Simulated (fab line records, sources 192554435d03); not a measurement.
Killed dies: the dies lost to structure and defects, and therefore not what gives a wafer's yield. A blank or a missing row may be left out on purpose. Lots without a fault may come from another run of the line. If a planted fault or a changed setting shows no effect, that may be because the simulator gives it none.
Split-lot trial    flow n5 finfet    on a route of 1938 steps: 7 lots, 39 wafers read

== THE SPLIT ITSELF ==
At N5_BEOL_M15_ETCH_61 (etches BARC in N2/H2, target depth 89 nm, overetch 26.7 nm, time 67.9 s), the setting time s was moved away from the recipe's 67.9 s on 12 of the 39 wafers read, by -46.6% to +52.3%. This setting was run at the recipe's value on the other wafers.

Split to reading: the file shows no intervening step.

== THE READING ==
BEOL_M15.cd nm (the simulator's own value, which no gauge read), in nm, at N5_BEOL_M15_TRENCH_ETCH_34 (etches SiO2 in C4F8/O2/Ar, target depth 872.93 nm, time 199 s). No usual value for it is given in the file. Average 400.0 nm, standard deviation 1.6 nm, over the 27 wafers here run with the recipe.

wafer   tool, chamber at the split  time s as run, s  against the recipe  BEOL_M15.cd nm, nm  against lot-mates on the recipe
L074.1  rie diel-04, 1              67.9              recipe              400.2               -
L074.2  rie diel-04, 0              67.9              recipe              400.2               -
L074.3  rie diel-04, 2              67.9              recipe              401                 -
L074.4  rie diel-04, 3              67.9              recipe              399.2               -
L074.5  rie diel-04, 2              67.9              recipe              397                 -
L074.6  rie diel-04, 3              67.9              recipe              396.6               -
L082.1  rie diel-01, 2              67.9              recipe              400.6               -
L082.2  rie diel-01, 3              67.9              recipe              399.4               -
L082.3  rie diel-01, 1              67.9              recipe              400.8               -
L082.4  rie diel-01, 0              67.9              recipe              401.2               -
L082.5  rie diel-01, 2              67.9              recipe              399                 -
L082.6  rie diel-01, 1              67.9              recipe              400.8               -
L086.1  rie diel-04, 3              38.69             -43.0%              395.6               -4.5
L086.2  rie diel-04, 0              67.9              recipe              400.8               -
L086.3  rie diel-04, 2              67.9              recipe              399.2               -
L086.4  rie diel-04, 1              38.69             -43.0%              396.6               -3.5
L086.5  rie diel-04, 1              38.69             -43.0%              398                 -2.1
L086.6  rie diel-04, 2              67.9              recipe              400.4               -
L090.1  rie diel-04, 2              67.9              recipe              397.8               -
L090.2  rie diel-04, 0              67.9              recipe              398.4               -
L090.3  rie diel-04, 3              67.9              recipe              398                 -
L090.4  rie diel-04, 1              103.4             +52.3%              404.2               +6.1
L090.5  rie diel-04, 0              103.4             +52.3%              404.8               +6.7
L090.6  rie diel-04, 1              103.4             +52.3%              405                 +6.9
L089.1  rie diel-01, 1              36.24             -46.6%              394.6               -6.0
L089.2  rie diel-01, 0              67.9              recipe              402.8               -
L089.3  rie diel-01, 3              67.9              recipe              400.8               -
L089.4  rie diel-01, 2              36.24             -46.6%              391.6               -9.0
L089.5  rie diel-01, 0              36.24             -46.6%              395                 -5.6
L089.6  rie diel-01, 3              67.9              recipe              398.2               -
L092.1  rie diel-04, 3              37.8              -44.3%              393.8               -7.8
L092.2  rie diel-04, 2              37.8              -44.3%              396.4               -5.2
L092.3  rie diel-04, 1              67.9              recipe              404                 -
L092.4  rie diel-04, 1              37.8              -44.3%              394.4               -7.2
L092.5  rie diel-04, 3              67.9              recipe              401                 -
L092.6  rie diel-04, 2              67.9              recipe              399.8               -
L097.2  rie diel-04, 3              67.9              recipe              402.2               -
L097.3  rie diel-04, 1              67.9              recipe              399.8               -
L097.6  rie diel-04, 3              67.9              recipe              399.6               -

FIT RESULTS
A straight line over all 39 wafers: BEOL_M15.cd nm changes by +0.102 nm for each +1% of time s; r = +0.85; the points scatter about the line by 1.6 nm.
The same after taking each lot's own level away (the mean of its wafers on the recipe; 39 wafers): +0.127 nm for each +1%; r = +0.91; scatter 1.5 nm.
That fit puts the effect of the largest move of time s on the reading at 6.7 nm.
Measured against the standard deviation above, the lots' own levels, which go from 398.07 to 401.60 nm, span 2.1 times it.
Hence the slope depends on the lot-to-lot level, as the two fits are not the same.
Check: +6.75 nm against its lot-mates is what the line predicts for one of the wafers moved furthest among these (+52.3%) when that wafer is left out of the fit. It came out at +6.13 nm against them.

== THE WHOLE CHAIN: every reading that the file lists as answering this split, in the file's order ==
step                        what it does                                                             reading                                                                           change (the file's fit)                                                              r (the file's)
N5_BEOL_M15_ETCH_61         etches BARC in N2/H2, target depth 89 nm, overetch 26.7 nm, time 67.9 s  etch.depth nm (the simulator's own value, which no gauge read)                    not straight: 61.03 at the lowest setting, 89.16 at the recipe, 89.1 at the highest  not given
N5_BEOL_M15_ETCH_61         etches BARC in N2/H2, target depth 89 nm, overetch 26.7 nm, time 67.9 s  coat_of_BEOL_M15_COAT_22.thk nm (the simulator's own value, which no gauge read)  -0.632 nm for each +1% of the setting                                                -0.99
N5_BEOL_M15_ETCH_61         etches BARC in N2/H2, target depth 89 nm, overetch 26.7 nm, time 67.9 s  BEOL_M15.cd nm (the simulator's own value, which no gauge read)                   +0.138 nm for each +1% of the setting                                                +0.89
N5_BEOL_M15_TRENCH_ETCH_34  etches SiO2 in C4F8/O2/Ar, target depth 872.93 nm, time 199 s            coat_of_BEOL_M15_COAT_22.thk nm (the simulator's own value, which no gauge read)  -0.619 nm for each +1% of the setting                                                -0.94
N5_BEOL_M15_TRENCH_ETCH_34  etches SiO2 in C4F8/O2/Ar, target depth 872.93 nm, time 199 s            BEOL_M15.cd nm (the simulator's own value, which no gauge read)                   +0.127 nm for each +1% of the setting                                                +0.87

== THE FILE'S OWN FIT ==
BEOL_M15.cd nm changes by +0.127 nm for each +1% of time s, r = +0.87.
